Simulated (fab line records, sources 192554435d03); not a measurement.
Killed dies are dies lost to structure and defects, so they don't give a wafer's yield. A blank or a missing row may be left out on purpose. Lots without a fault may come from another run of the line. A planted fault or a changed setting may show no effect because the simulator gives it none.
A struck lot beside a sound one | flow n5_finfet | 40 steps out of a route of 1938
Sound: wafers L934.3, L934.5, L934.6. Struck: wafer L928.3. (L928.6 of the same lot was not struck and is left out.) The cause comes at the end.
At each step with rows: each side's tool, then ch and its chambers, then its first start. Under that, the readings that differ: sound wafers | struck wafers | difference of the means | sigmas: that difference in standard deviations of wafers without a fault.
alike: readings whose means differ by less than 2 such deviations, and words and numbers that are the same on both sides. not compared: withheld readings, readings that some wafer has no value for, bounds like >300 that may hide the same value, and numbers for which the record gives no deviation and whose values overlap.
The two part at a step that has a row with sigmas, a row that says differs or no value, or rows on one side only. Numbers that don't overlap but have no deviation are shown without sigmas and don't part them. A reading that every wafer of one side lacks parts them only if that side has two wafers or more.

first, 11 steps without rows for these wafers: N5_HKMG_FIN_STRIP_60 (strips in N2/H2, time 360 s); N5_HKMG_FIN_WET_ETCH_77 (etches La2O3 in dHCl, stops on HfO2, target depth 2 nm); N5_HKMG_FIN_WET_ETCH_78 (etches Al2O3 in dNH4OH, stops on La2O3, target depth 4.5 nm, rinse time 30 s); N5_HKMG_FIN_ALD_79 (deposits TiN, target thk 1.5 nm, pulse time 1 s, purge time 3 s); N5_HKMG_FIN_CVD_62 (deposits a-Si from Si2H6, target thk 3 nm, time 20.8 s); N5_HKMG_FIN_RTA_80 (time 2 s); N5_HKMG_FIN_PRECLEAN_64 (cleans in dHF, time 30 s); N5_HKMG_FIN_WET_ETCH_65 (etches a-Si in TMAH, stops on TiN, time 49 s, target depth 3 nm); N5_HKMG_FIN_WET_ETCH_81 (etches TiN in SC1, stops on HfO2, time 57 s, target depth 6 nm); N5_HKMG_FIN_WET_ETCH_82 (etches La2O3 in dHCl, stops on HfO2, target depth 2 nm, rinse time 30 s); N5_HKMG_FIN_ALD_36 (deposits TiN, target thk 1 nm, pulse time 1 s, purge time 3 s).
N5_HKMG_FIN_PWFM_ALD_03: deposits TiN, target thk 2 nm, pulse time 1 s, purge time 3 s.
  sound on ald_metal-02 ch 0,1, day 8 07:02; struck on ald_metal-04 ch 2, day 6 19:55
  reading                                       | sound             | struck | difference | sigmas
  ald_cycles                                    | 91 91 91          | 162    | +71        |
  precursor_pulse_height_rel                    | 1.009 1.020 1.013 | 0.946  | -0.068     | -3
  model.TiN_of_HKMG_FIN_PWFM_ALD_03.thk_nm (nm) | 2 2 2             | 3.6    | +1.6       |
  alike: heater_power_w
  not compared: since_wet_clean_h
then, 26 steps without rows for these wafers: N5_HKMG_FIN_COAT_29 (time 60 s, resist thk 300 nm); N5_HKMG_FIN_COAT_30 (time 60 s, resist thk 35 nm); N5_HKMG_FIN_COAT_06 (resist thk 90 nm); N5_HKMG_FIN_EBR_08; N5_HKMG_FIN_SOFTBAKE_07 (time 60 s); N5_HKMG_FIN_EXPOSE_09 (exposes mask NWFM); N5_HKMG_FIN_PEB_10 (peb time 60 s); N5_HKMG_FIN_DEVELOP_11 (develop time 30 s); N5_HKMG_FIN_DESCUM_17 (chemistry O2, time 7.9 s); N5_HKMG_FIN_ETCH_31 (etches SiARC in CF4, target depth 45.5 nm, time 75.8 s); N5_HKMG_FIN_ETCH_32 (etches SOC in N2/H2, target depth 240 nm, time 300 s); N5_HKMG_FIN_STRIP_33 (strips in N2/H2); N5_HKMG_FIN_STRIP_34 (strips in CF4); N5_HKMG_FIN_ETCH_35 (etches SOC in N2/H2, target depth 215.8 nm, time 243.4 s); N5_HKMG_FIN_STRIP_92 (strips SOC in N2/H2, time 20 s); N5_HKMG_FIN_WET_ETCH_18 (etches TiN in SC1, time 55 s, target depth 5.2 nm, rinse time 30 s); N5_HKMG_FIN_STRIP_19 (strips in N2/H2, time 360 s); N5_HKMG_FIN_ALD_91 (deposits TiN, target thk 1 nm, pulse time 1 s, purge time 3 s); N5_HKMG_FIN_COAT_85 (time 60 s, resist thk 300 nm); N5_HKMG_FIN_ETCH_86 (etches SOC in N2/H2, stops on TiN, target depth 393.2 nm); N5_HKMG_FIN_STRIP_89 (strips SOC in N2/H2, time 20 s); N5_HKMG_FIN_WET_ETCH_87 (etches TiN in SC1, time 154.2 s, target depth 4.7 nm, rinse time 30 s); N5_HKMG_FIN_STRIP_88 (strips in N2/H2, time 360 s); N5_HKMG_FIN_NWFM_ALD_20 (deposits TiAlC, target thk 2 nm, pulse time 3 s, purge time 2 s); N5_HKMG_FIN_ALD_71 (deposits TiN, target thk 1 nm, pulse time 1 s, purge time 3 s); N5_HKMG_FIN_COAT_66 (time 60 s, resist thk 300 nm).
-- the record jumps here: 4 days lie between the struck wafers' starts before and after (it left off in module HKMG_FIN and takes up again in module BEOL_M4, whose first step shown is number 1111 of the route) --
N5_BEOL_M4_RC_MEAS_101:
  sound on prober-02 ch 0, day 12 12:52; struck on prober-02 ch 0, day 10 17:38
  reading             | sound                     | struck   | difference | sigmas
  IOFF_N (nA/um)      | 0.289 0.147 0.167         | 0.055    | -0.146     | -5
  IOFF_N_85C (nA/um)  | 5.1 2.9 3.2               | 1.3      | -2.4       | -6
  IOFF_N_LIN (nA/um)  | 0.115 0.068 0.075         | 0.027    | -0.059     | -6
  IOFF_N_LONG (nA/um) | 6.2e-05 6.23e-05 6.19e-05 | 3.04e-05 | -3.17e-05  | -12
  IOFF_P (nA/um)      | 0.32 0.18 0.20            | 1.25     | +1.02      | +34
  IOFF_P_85C (nA/um)  | 5.1 3.2 3.5               | 16.5     | +12.6      | +29
  IOFF_P_LIN (nA/um)  | 0.136 0.091 0.099         | 0.608    | +0.499     | +45
  IOFF_P_LONG (nA/um) | 0.000104 0.00011 0.000105 | 0.000315 | +0.000209  | +22
  ION_N (uA/um)       | 697 673 676               | 617      | -65        | -6
  ION_P (uA/um)       | 471 462 456               | 543      | +80        | +11
  VT_N (mV)           | 239.8 249.2 246.7         | 278.4    | +33.2      | +11
  VT_N_LONG (mV)      | 271.6 270.7 272.4         | 302.7    | +31.1      | +15
  VT_N_LVT (mV)       | 90.7 99.5 96.8            | 130.1    | +34.4      | +12
  VT_P (mV)           | -246 -253 -251            | -198     | +52        | +17
  VT_P_LONG (mV)      | -276 -272 -274            | -233     | +41        | +12
  VT_P_LVT (mV)       | -94.2 -101.0 -99.0        | -50.3    | +47.8      | +18
  alike: DIBL_N, DIBL_P, SS_N, SS_P
-- the record jumps here: 5 days lie between the struck wafers' starts before and after (it left off in module BEOL_M4 and takes up again in module PASSIVATION, whose first step shown is number 1936 of the route) --
N5_PASSIVATION_PROBE_49:
  the record has rows for the struck wafers here (prober-01, day 15 11:24) and none for the sound ones

WHERE THEY PART
First at N5_HKMG_FIN_PWFM_ALD_03; last, within this record, at N5_PASSIVATION_PROBE_49.

WHY: what the simulator had put in
Process parameter drift: ald_metal-04, from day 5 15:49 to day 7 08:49, at N5_HKMG_FIN_PWFM_ALD_03. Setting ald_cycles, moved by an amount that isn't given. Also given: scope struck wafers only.
